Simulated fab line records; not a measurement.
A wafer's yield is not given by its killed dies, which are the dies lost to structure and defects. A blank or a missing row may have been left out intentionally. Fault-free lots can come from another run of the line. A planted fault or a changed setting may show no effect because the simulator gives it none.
Matching of chambers / flow n5-finfet / N5_HKMG_FIN_ETCH_32 on rie-diel-01: 4 sister chambers
The step etches SOC in N2/H2, target depth 240 nm, time 300 s. 18 wafers are shown with their chamber, then 9 later ones without.

## WAFERS WITH THEIR CHAMBER
wafer=L079.2; chamber=0; showerhead-plenum-p-Torr (Torr)=2.64; drypump-motor-current-A (A)=5.15; throttle-valve-pct (%)=17.87
wafer=L079.4; chamber=2; showerhead-plenum-p-Torr (Torr)=2.42; drypump-motor-current-A (A)=5.83; throttle-valve-pct (%)=18.28
wafer=L079.6; chamber=2; showerhead-plenum-p-Torr (Torr)=2.42; drypump-motor-current-A (A)=5.82; throttle-valve-pct (%)=18.26
wafer=L080.4; chamber=2; showerhead-plenum-p-Torr (Torr)=2.41; drypump-motor-current-A (A)=5.82; throttle-valve-pct (%)=18.27
wafer=L080.5; chamber=0; showerhead-plenum-p-Torr (Torr)=2.64; drypump-motor-current-A (A)=5.14; throttle-valve-pct (%)=17.86
wafer=L080.6; chamber=3; showerhead-plenum-p-Torr (Torr)=2.59; drypump-motor-current-A (A)=5.52; throttle-valve-pct (%)=17.90
wafer=L081.1; chamber=1; showerhead-plenum-p-Torr (Torr)=2.65; drypump-motor-current-A (A)=5.57; throttle-valve-pct (%)=18.34
wafer=L081.2; chamber=2; showerhead-plenum-p-Torr (Torr)=2.41; drypump-motor-current-A (A)=5.88; throttle-valve-pct (%)=18.31
wafer=L081.5; chamber=0; showerhead-plenum-p-Torr (Torr)=2.64; drypump-motor-current-A (A)=5.12; throttle-valve-pct (%)=17.87
wafer=L082.1; chamber=0; showerhead-plenum-p-Torr (Torr)=2.64; drypump-motor-current-A (A)=5.16; throttle-valve-pct (%)=17.89
wafer=L082.3; chamber=3; showerhead-plenum-p-Torr (Torr)=2.58; drypump-motor-current-A (A)=5.55; throttle-valve-pct (%)=17.90
wafer=L082.5; chamber=3; showerhead-plenum-p-Torr (Torr)=2.58; drypump-motor-current-A (A)=5.55; throttle-valve-pct (%)=17.92
wafer=L085.1; chamber=1; showerhead-plenum-p-Torr (Torr)=2.65; drypump-motor-current-A (A)=5.55; throttle-valve-pct (%)=18.35
wafer=L085.4; chamber=0; showerhead-plenum-p-Torr (Torr)=2.64; drypump-motor-current-A (A)=5.13; throttle-valve-pct (%)=17.91
wafer=L085.5; chamber=1; showerhead-plenum-p-Torr (Torr)=2.65; drypump-motor-current-A (A)=5.54; throttle-valve-pct (%)=18.35
wafer=L089.2; chamber=0; showerhead-plenum-p-Torr (Torr)=2.63; drypump-motor-current-A (A)=5.13; throttle-valve-pct (%)=17.90
wafer=L089.4; chamber=3; showerhead-plenum-p-Torr (Torr)=2.58; drypump-motor-current-A (A)=5.53; throttle-valve-pct (%)=17.94
wafer=L089.6; chamber=0; showerhead-plenum-p-Torr (Torr)=2.63; drypump-motor-current-A (A)=5.13; throttle-valve-pct (%)=17.89

SIGNATURES, as means of the wafers listed above
reading=showerhead-plenum-p-Torr; chamber 0=2.6371; chamber 1=2.6500; chamber 2=2.4150; chamber 3=2.5825; scatter within a chamber=0.00476
reading=drypump-motor-current-A; chamber 0=5.1371; chamber 1=5.5533; chamber 2=5.8375; chamber 3=5.5375; scatter within a chamber=0.0184
reading=throttle-valve-pct; chamber 0=17.8843; chamber 1=18.3467; chamber 2=18.2800; chamber 3=17.9150; scatter within a chamber=0.018
Rule: a wafer lies at a distance from a chamber equal to the root of the sum of squares, over the readings, of (its reading less the chamber's mean, divided by the reading's scatter). If the next closest chamber is less than 2 further off than the closest, the wafer can't be placed; otherwise it belongs to the closest. How the scatter is found: for the shown wafers, subtract from each reading the mean of its chamber, square and add these, divide the total by (wafers less chambers), then take the root.

## WAFERS WHOSE CHAMBER IS MISSING
wafer=L092.3; showerhead-plenum-p-Torr (Torr)=2.65; drypump-motor-current-A (A)=5.55; throttle-valve-pct (%)=18.35
wafer=L092.4; showerhead-plenum-p-Torr (Torr)=2.63; drypump-motor-current-A (A)=5.13; throttle-valve-pct (%)=17.91
wafer=L092.5; showerhead-plenum-p-Torr (Torr)=2.41; drypump-motor-current-A (A)=5.84; throttle-valve-pct (%)=18.33
wafer=L093.2; showerhead-plenum-p-Torr (Torr)=2.63; drypump-motor-current-A (A)=5.15; throttle-valve-pct (%)=17.91
wafer=L093.4; showerhead-plenum-p-Torr (Torr)=2.58; drypump-motor-current-A (A)=5.53; throttle-valve-pct (%)=17.95
wafer=L093.5; showerhead-plenum-p-Torr (Torr)=2.64; drypump-motor-current-A (A)=5.58; throttle-valve-pct (%)=18.38
wafer=L095.1; showerhead-plenum-p-Torr (Torr)=2.40; drypump-motor-current-A (A)=5.85; throttle-valve-pct (%)=18.32
wafer=L095.4; showerhead-plenum-p-Torr (Torr)=2.64; drypump-motor-current-A (A)=5.56; throttle-valve-pct (%)=18.37
wafer=L095.5; showerhead-plenum-p-Torr (Torr)=2.40; drypump-motor-current-A (A)=5.85; throttle-valve-pct (%)=18.32

## THE CHAMBER EACH PASSED THROUGH
wafer=L092.3; from the rows above=1; in truth=1
wafer=L092.4; from the rows above=0; in truth=0
wafer=L092.5; from the rows above=2; in truth=2
wafer=L093.2; from the rows above=0; in truth=0
wafer=L093.4; from the rows above=3; in truth=3
wafer=L093.5; from the rows above=1; in truth=1
wafer=L095.1; from the rows above=2; in truth=2
wafer=L095.4; from the rows above=1; in truth=1
wafer=L095.5; from the rows above=2; in truth=2
Correct placement for 9 of the 9. Left unplaced by these rows: 0. Wrongly placed: 0.
